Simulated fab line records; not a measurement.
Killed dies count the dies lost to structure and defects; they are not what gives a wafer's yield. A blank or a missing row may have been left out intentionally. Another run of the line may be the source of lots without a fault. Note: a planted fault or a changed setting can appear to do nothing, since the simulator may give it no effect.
Matching of chambers | flow n5-finfet | rie-diel-06 running N5_BEOL_M0_SAQP_ETCH_83: 4 sister chambers
The step etches SiARC in CF4, target depth 39 nm, time 65 s. 4 wafers are shown with their chamber, then 7 later ones without.

== WAFERS PAIRED WITH THEIR CHAMBERS ==
wafer  | chamber | drypump-motor-current-A (A)
L086.6 | 2       | 5.34
L089.2 | 0       | 5.57
L094.1 | 3       | 5.86
L094.3 | 1       | 5.66

== WAFERS MISSING THEIR CHAMBER ==
wafer  | drypump-motor-current-A (A)
L094.5 | 5.56
L095.4 | 5.57
L095.5 | 5.88
L095.6 | 5.63
L097.2 | 5.32
L097.3 | 5.85
L097.5 | 5.53

== WHICH CHAMBER EACH WENT THROUGH ==
wafer  | from the rows above     | in truth
L094.5 | 0                       | 0
L095.4 | 0                       | 0
L095.5 | 3                       | 3
L095.6 | can't be placed: 1 or 0 | 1
L097.2 | 2                       | 2
L097.3 | 3                       | 3
L097.5 | 0                       | 0
Placed correctly: 6 of 7. Cannot be placed on the basis of these rows: 1; the candidates contain the true chamber in 1. Number placed wrongly: 0.
How it was worked out, from the rows above alone: a wafer's distance from a chamber is the root of the sum, over the readings, of the square of ((its reading less the chamber's mean) divided by the reading's scatter). If the next closest chamber is less than 2 further off than the closest, the wafer can't be placed; otherwise it belongs to the closest. Each chamber's mean is taken over the wafers shown for it. The scatter (one wafer shown for each chamber): square how far every hidden wafer sits from the nearest shown wafer, average those squares and take the square root.
